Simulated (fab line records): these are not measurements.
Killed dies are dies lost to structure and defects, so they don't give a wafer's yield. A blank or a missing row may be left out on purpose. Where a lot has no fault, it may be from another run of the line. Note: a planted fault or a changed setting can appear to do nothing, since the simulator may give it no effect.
Code-filled problem report in 8D (eight disciplines) form + flow nand-harc + the parts of the form that need people (team, actions taken, sign-off) are left out

## 1. THE PROBLEM
At NHARC_P_ZERO_WELL_CD_MEAS_24, cd-nm averages 712.1 nm over 6 wafers from 2 lots, while fault-free wafers read 720.0 nm, standard deviation 1.2. That is -6.6 standard deviations from the usual mean.
The step: target cd 720 nm.
First seen on wafer L142.2, day 9 00:36, on cd-sem-03. The record has a number at this step for 36 wafers belonging to 12 lots. The rule behind "out" and "out of limits": a value lying over 4 standard deviations away from the usual mean. Any other wafer with a number is counted as sound.

## 2. WHAT IT IS, WHAT IT ISN'T
| question                    | is                     | is not                                                                    |
|-----------------------------|------------------------|---------------------------------------------------------------------------|
| which readings at this step | cd-nm                  | -                                                                         |
| which lots                  | L142, L144             | L126, L129, L131, L133, L134, L135, L137, L139, L147, L148                |
| which wafers of those lots  | all that have a number | -                                                                         |
| read on which gauges        | cd-sem-03              | cd-sem-01, cd-sem-02                                                      |
| when                        | from day 9 00:36       | up to then (24 sound wafers); but 6 sound wafers of L147, L148 came after |

## 3. WHAT RULES OUT EACH SUSPECT
Counting: a tool at any process step up to the reading remains a suspect when it ran all the lots that are out and ran no sound lot after the first of those.
- the gauge at NHARC_P_ZERO_WELL_CD_MEAS_24: ruled out. All the wafers that are out were read on cd-sem-03, but those of them that NHARC_P_ZERO_WELL_PEB_22 has rows for are out there too, on other tools.
- litho-track-05 at NHARC_P_ZERO_WELL_PEB_22 (peb time 85 s): kept. It ran every lot that is out, first L142 (day 9 00:31), and no sound lot after that; its last sound lot up to then is L134 (day 5 16:30). Its own readings are out on those wafers: heater-power-total-W, plate-temp-C.
The count leaves litho-track-05 at NHARC_P_ZERO_WELL_PEB_22.

## 4. THE CAUSE (what the simulator had put in)
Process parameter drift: litho-track-05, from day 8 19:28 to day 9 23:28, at NHARC_P_ZERO_WELL_PEB_22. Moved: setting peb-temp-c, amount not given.
The count eliminated every tool but this one.

## 5. SEQUENCE OF EFFECTS, ordered by route
Rows list readings where the struck wafers' mean (over those with a number) sits beyond 3 standard deviations from the usual. Only readings whose record carries a usual standard deviation are examined. hours: median over the lots of the time between each lot's start at the first step of this table that gives one and its start at this step. sigmas: the change, counted in usual standard deviations.
| hours | step                         | reading              | usual    | on struck wafers | change | sigmas |
|-------|------------------------------|----------------------|----------|------------------|--------|--------|
| 0     | NHARC_P_ZERO_WELL_PEB_22     | heater-power-total-W | 164.00 W | 157.18           | -6.82  | -24    |
| 0     | NHARC_P_ZERO_WELL_PEB_22     | plate-temp-C         | 117.97 C | 114.22           | -3.75  | -34    |
| 0     | NHARC_P_ZERO_WELL_CD_MEAS_24 | cd-nm                | 720.0 nm | 712.1            | -7.9   | -6.6   |
Its process steps:
- NHARC_P_ZERO_WELL_PEB_22: peb time 85 s.
Later steps that measure or inspect, where all struck wafers having a row at the step show a number for every such reading and not one has moved that far: NHARC_P_GATE_INSPECT_28.

## 6. WHAT WOULD HAVE CAUGHT IT SOONER
In this record the first reading out of limits at a measuring or inspecting step was taken at day 9 00:36, 5 hours after the fault began at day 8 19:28.
Tool's own readings at NHARC_P_ZERO_WELL_PEB_22, heater-power-total-W, plate-temp-C: out on all struck wafers the step has rows for; an alarm limit on them would have tripped on the first.
Of the lots that are out (2), L144 began NHARC_P_ZERO_WELL_PEB_22 on litho-track-05 after day 9 00:36. Putting the tool on hold at that point would have spared it.
